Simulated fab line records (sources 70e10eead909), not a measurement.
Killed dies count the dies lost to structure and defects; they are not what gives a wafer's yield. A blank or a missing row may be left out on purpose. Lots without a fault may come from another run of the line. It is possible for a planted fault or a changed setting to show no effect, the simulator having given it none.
Chamber matching	flow nandHarc	3 sister chambers for NHARC_A_SLIT_DEP_25 on pecvd-02
The step deposits SiO2, target thk 200 nm. 14 wafers are shown with their chamber, then 7 later ones without.

EACH WAFER AND ITS CHAMBER
wafer	chamber	throttleValvePct (%)	heaterPowerW (W)	rfFwdPowerW (W)
L075.1	0	14.8	391	897.1
L075.4	1	16.9	497	897.1
L075.5	2	15.7	575	891.5
L074.2	2	15.5	597	894.9
L074.5	0	15.0	467	901.6
L074.6	2	15.8	608	896.8
L082.2	1	16.9	501	894.7
L082.5	0	15.2	490	896.2
L082.6	2	15.7	619	896.1
L084.4	1	17.0	532	896.0
L084.5	0	14.5	440	898.5
L084.6	2	15.7	579	900.8
L093.1	0	15.0	535	895.9
L093.3	2	16.4	472	899.1

SIGNATURES, as means of the wafers listed above
reading	chamber 0	chamber 1	chamber 2	scatter within a chamber
throttleValvePct	14.900	16.933	15.800	0.264
heaterPowerW	464.60	510.00	575.00	49.1
rfFwdPowerW	897.860	895.933	896.533	2.65
Rule: a wafer's distance from a chamber is the root of the sum, over the readings, of the square of ((its reading less the chamber's mean) divided by the reading's scatter). If the next closest chamber is less than 2 further off than the closest, the wafer can't be placed; otherwise it belongs to the closest. The scatter: take each reading less its chamber's mean, square it, sum over the shown wafers, divide by the number of wafers less the number of chambers, and take the root.

WAFERS MISSING THEIR CHAMBER
wafer	throttleValvePct (%)	heaterPowerW (W)	rfFwdPowerW (W)
L093.4	14.8	546	895.6
L095.3	14.7	487	898.3
L095.4	16.3	626	897.3
L095.5	14.7	514	895.1
L097.1	16.2	534	897.0
L097.2	16.1	479	897.2
L097.3	14.7	543	897.5

WHICH CHAMBER EACH ONE RAN IN
wafer	from the rows above	in truth
L093.4	can't be placed: 0 or 2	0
L095.3	0	0
L095.4	can't be placed: 2 or 1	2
L095.5	0	0
L097.1	can't be placed: 2 or 1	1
L097.2	can't be placed: 2 or 1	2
L097.3	0	0
Correctly placed: 3 of 7. Cannot be placed on the basis of these rows: 4; the candidates contain the true chamber in 4. Number placed wrongly: 0.
